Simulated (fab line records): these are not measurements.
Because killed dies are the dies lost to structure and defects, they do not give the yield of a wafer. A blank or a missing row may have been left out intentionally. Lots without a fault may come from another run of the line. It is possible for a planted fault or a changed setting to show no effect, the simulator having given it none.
Chamber matching || flow n5-finfet || N5_BEOL_M6_DESCUM_33 on rie-diel-03 has 4 sister chambers
The step chemistry O2, time 7 s. 14 wafers are shown with their chamber, then 7 later ones without.

WAFERS, EACH WITH ITS CHAMBER
{"wafer": "L077.1", "chamber": 3, "showerhead-plenum-p-Torr (Torr)": 2.15, "throttle-valve-pct (%)": 20.6, "oes-product-au (a.u.)": 0.68}
{"wafer": "L077.4", "chamber": 2, "showerhead-plenum-p-Torr (Torr)": 2.01, "throttle-valve-pct (%)": 20.2, "oes-product-au (a.u.)": 0.74}
{"wafer": "L077.5", "chamber": 3, "showerhead-plenum-p-Torr (Torr)": 2.15, "throttle-valve-pct (%)": 20.5, "oes-product-au (a.u.)": 0.69}
{"wafer": "L078.1", "chamber": 0, "showerhead-plenum-p-Torr (Torr)": 2.25, "throttle-valve-pct (%)": 20.2, "oes-product-au (a.u.)": 1.00}
{"wafer": "L078.3", "chamber": 3, "showerhead-plenum-p-Torr (Torr)": 2.15, "throttle-valve-pct (%)": 20.6, "oes-product-au (a.u.)": 0.68}
{"wafer": "L078.4", "chamber": 2, "showerhead-plenum-p-Torr (Torr)": 2.01, "throttle-valve-pct (%)": 20.2, "oes-product-au (a.u.)": 0.73}
{"wafer": "L081.1", "chamber": 1, "showerhead-plenum-p-Torr (Torr)": 2.14, "throttle-valve-pct (%)": 20.1, "oes-product-au (a.u.)": 0.89}
{"wafer": "L081.3", "chamber": 3, "showerhead-plenum-p-Torr (Torr)": 2.15, "throttle-valve-pct (%)": 20.6, "oes-product-au (a.u.)": 0.68}
{"wafer": "L081.4", "chamber": 3, "showerhead-plenum-p-Torr (Torr)": 2.15, "throttle-valve-pct (%)": 20.6, "oes-product-au (a.u.)": 0.67}
{"wafer": "L085.2", "chamber": 1, "showerhead-plenum-p-Torr (Torr)": 2.13, "throttle-valve-pct (%)": 20.1, "oes-product-au (a.u.)": 0.88}
{"wafer": "L085.3", "chamber": 0, "showerhead-plenum-p-Torr (Torr)": 2.24, "throttle-valve-pct (%)": 20.2, "oes-product-au (a.u.)": 0.94}
{"wafer": "L085.4", "chamber": 0, "showerhead-plenum-p-Torr (Torr)": 2.24, "throttle-valve-pct (%)": 20.2, "oes-product-au (a.u.)": 0.95}
{"wafer": "L087.1", "chamber": 1, "showerhead-plenum-p-Torr (Torr)": 2.13, "throttle-valve-pct (%)": 20.1, "oes-product-au (a.u.)": 0.88}
{"wafer": "L087.2", "chamber": 0, "showerhead-plenum-p-Torr (Torr)": 2.24, "throttle-valve-pct (%)": 20.2, "oes-product-au (a.u.)": 0.94}

SIGNATURES, as means of the wafers listed above
{"reading": "showerhead-plenum-p-Torr", "chamber 0": 2.2425, "chamber 1": 2.1333, "chamber 2": 2.0100, "chamber 3": 2.1500, "scatter within a chamber": 0.00376}
{"reading": "throttle-valve-pct", "chamber 0": 20.200, "chamber 1": 20.100, "chamber 2": 20.200, "chamber 3": 20.580, "scatter within a chamber": 0.0283}
{"reading": "oes-product-au", "chamber 0": 0.9575, "chamber 1": 0.8833, "chamber 2": 0.7350, "chamber 3": 0.6800, "scatter within a chamber": 0.0167}
Rule: for a wafer and a chamber, the distance is found by dividing, reading by reading, the gap between the wafer's reading and the chamber's mean by the reading's scatter, squaring, summing and taking the root. If the next closest chamber is less than 2 further off than the closest, the wafer can't be placed; otherwise it belongs to the closest. The scatter: the root of (the sum of the squares of (reading less its chamber's mean) over the shown wafers, divided by (wafers less chambers)).

WAFERS WITH NO CHAMBER GIVEN
{"wafer": "L087.5", "showerhead-plenum-p-Torr (Torr)": 2.13, "throttle-valve-pct (%)": 20.1, "oes-product-au (a.u.)": 0.87}
{"wafer": "L090.3", "showerhead-plenum-p-Torr (Torr)": 2.24, "throttle-valve-pct (%)": 20.2, "oes-product-au (a.u.)": 0.91}
{"wafer": "L090.4", "showerhead-plenum-p-Torr (Torr)": 2.00, "throttle-valve-pct (%)": 20.2, "oes-product-au (a.u.)": 0.71}
{"wafer": "L090.5", "showerhead-plenum-p-Torr (Torr)": 2.24, "throttle-valve-pct (%)": 20.2, "oes-product-au (a.u.)": 0.91}
{"wafer": "L096.2", "showerhead-plenum-p-Torr (Torr)": 2.24, "throttle-valve-pct (%)": 20.2, "oes-product-au (a.u.)": 0.90}
{"wafer": "L096.4", "showerhead-plenum-p-Torr (Torr)": 2.14, "throttle-valve-pct (%)": 20.1, "oes-product-au (a.u.)": 0.90}
{"wafer": "L096.5", "showerhead-plenum-p-Torr (Torr)": 2.00, "throttle-valve-pct (%)": 20.2, "oes-product-au (a.u.)": 0.70}

CHAMBER TAKEN BY EACH
{"wafer": "L087.5", "from the rows above": 1, "in truth": 1}
{"wafer": "L090.3", "from the rows above": 0, "in truth": 0}
{"wafer": "L090.4", "from the rows above": 2, "in truth": 2}
{"wafer": "L090.5", "from the rows above": 0, "in truth": 0}
{"wafer": "L096.2", "from the rows above": 0, "in truth": 0}
{"wafer": "L096.4", "from the rows above": 1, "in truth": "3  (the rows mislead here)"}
{"wafer": "L096.5", "from the rows above": 2, "in truth": 2}
Correctly placed: 6 of 7. Left unplaced by these rows: 0. Number placed wrongly: 1.
